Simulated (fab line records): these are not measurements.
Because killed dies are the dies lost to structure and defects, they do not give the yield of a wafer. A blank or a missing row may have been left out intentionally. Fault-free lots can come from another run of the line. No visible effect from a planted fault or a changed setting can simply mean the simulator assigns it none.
Split-lot experiment | flow n5Finfet | 7 lots, 21 wafers read, on a route of 1938 steps

ON THE SPLIT
At N5_FIN_SAQP_SPACER1_ALD_24 (deposits SiO2, target thk 20.3 nm, pulse time 1 s, purge time 2 s), the setting aldCycles was moved away from the recipe's 218 on 5 of the 21 wafers read, by -4.6% to +15.1%. All remaining wafers had this setting at the recipe value.

FROM THE SPLIT TO THE READING: what the file shows between them, 2 steps
- N5_FIN_SAQP_SPACER1_ETCHBACK_25: etches SiO2 in CHF3/O2, target depth 24.4 nm, time 12.2 s
- N5_FIN_SAQP_MANDREL1_REMOVE_56: chemistry HBr/Cl2/O2, target a-Si, stops on SiNx, bt time 10 s

THE READING
Shown in nm: cdNm at N5_FIN_SAQP_CD_MEAS_27, with target cd 20 nm. Typical for fault-free wafers on this fab line: 20.35 nm, with standard deviation 0.2 nm.

wafer  | tool, chamber at the split | aldCycles as run | against the recipe | cdNm, nm | against lot-mates on the recipe
L074.4 | aldSin-01, 0,2             | 218              | recipe             | 20.65    | -
L074.5 | aldSin-01, 0,2             | 218              | recipe             | 20.41    | -
L074.6 | aldSin-01, 3               | 251              | +15.1%             | 23.80    | +3.27
L076.2 | aldSin-04, 3,0,1           | 218              | recipe             | 19.97    | -
L076.3 | aldSin-04, 3,0,1           | 218              | recipe             | 20.60    | -
L076.6 | aldSin-04, 3,0,1           | 218              | recipe             | 20.20    | -
L080.3 | aldSin-04, 2,3             | 218              | recipe             | 20.44    | -
L080.4 | aldSin-04, 2,3             | 218              | recipe             | 20.69    | -
L080.6 | aldSin-04, 0               | 218              | recipe             | 20.56    | -
L086.1 | aldSin-01, 2               | 243              | +11.5%             | 22.69    | +2.21
L086.3 | aldSin-01, 3,2             | 218              | recipe             | 20.30    | -
L086.6 | aldSin-01, 3,2             | 218              | recipe             | 20.65    | -
L087.2 | aldSin-02, 0,3             | 218              | recipe             | 20.37    | -
L087.5 | aldSin-02, 0               | 239              | +9.6%              | 22.22    | +1.77
L087.6 | aldSin-02, 0,3             | 218              | recipe             | 20.52    | -
L089.4 | aldSin-02, 2               | 218              | recipe             | 20.63    | -
L089.5 | aldSin-02, 0               | 218              | recipe             | 20.47    | -
L089.6 | aldSin-02, 3               | 246              | +12.8%             | 23.06    | +2.51
L096.1 | aldSin-01, 2               | 218              | recipe             | 20.56    | -
L096.2 | aldSin-01, 3               | 208              | -4.6%              | 19.62    | -0.91
L096.5 | aldSin-01, 2               | 218              | recipe             | 20.51    | -
When a row names more than one chamber, that row covers several wafers, and the file does not tell which wafer ran in which chamber.

THE FIT
A straight line over all 21 wafers: cdNm changes by +0.203 nm for each +1% of aldCycles; r = +0.99; the points scatter about the line by 0.19 nm.
The same after taking each lot's own level away (the mean of its wafers on the recipe; 21 wafers): +0.201 nm for each +1%; r = +0.99; scatter 0.15 nm.
According to that fit, moving aldCycles by its largest amount changes the reading by 3 nm.
Across the lots, their own levels run from 20.257 to 20.563 nm, a range of 1.5 times the standard deviation given above.
So the lot-to-lot level changes the slope little: the two slopes agree.
Check: +2.91 nm against its lot-mates is what the line predicts for one of the wafers moved furthest among these (+15.1%) when that wafer is left out of the fit. Against them it came out at +3.27 nm.

OTHER SPLITS ON THESE WAFERS
Before the reading, these wafers also passed through other splits. Each is held against what the fit with the lots' levels taken away leaves over:
other split on the same wafers      | wafers away from the commonest value | r with cdNm (lot level and that fit taken away)
N5_WELL_APT_EXPOSE_05 doseMj        | 3                                    | -0.25
N5_WELL_APT_DEVELOP_07 developTimeS | 7                                    | +0.10
N5_FIN_SAQP_PECVD_06 timeS          | 4                                    | -0.15
N5_FIN_SAQP_PEB_14 pebTimeS         | 9                                    | -0.27

THE WHOLE CHAIN: every reading that the file lists as answering this split, in the file's order
step                           | what it does                                                      | reading                                                                                | change (the file's fit)               | r (the file's)
N5_FIN_SAQP_SPACER1_ALD_24     | deposits SiO2, target thk 20.3 nm, pulse time 1 s, purge time 2 s | SiO2_of_FIN_SAQP_SPACER1_ALD_24.thkNm (the simulator's own value, which no gauge read) | +0.202 nm for each +1% of the setting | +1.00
N5_FIN_SAQP_MANDREL1_REMOVE_56 | chemistry HBr/Cl2/O2, target a-Si, stops on SiNx, bt time 10 s    | FIN_SAQP.cdNm (the simulator's own value, which no gauge read)                         | +0.206 nm for each +1% of the setting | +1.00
N5_FIN_SAQP_CD_MEAS_27         | target cd 20 nm                                                   | cdNm                                                                                   | +0.201 nm for each +1% of the setting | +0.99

FILE'S OWN FIT
cdNm changes by +0.201 nm for each +1% of aldCycles, r = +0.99.
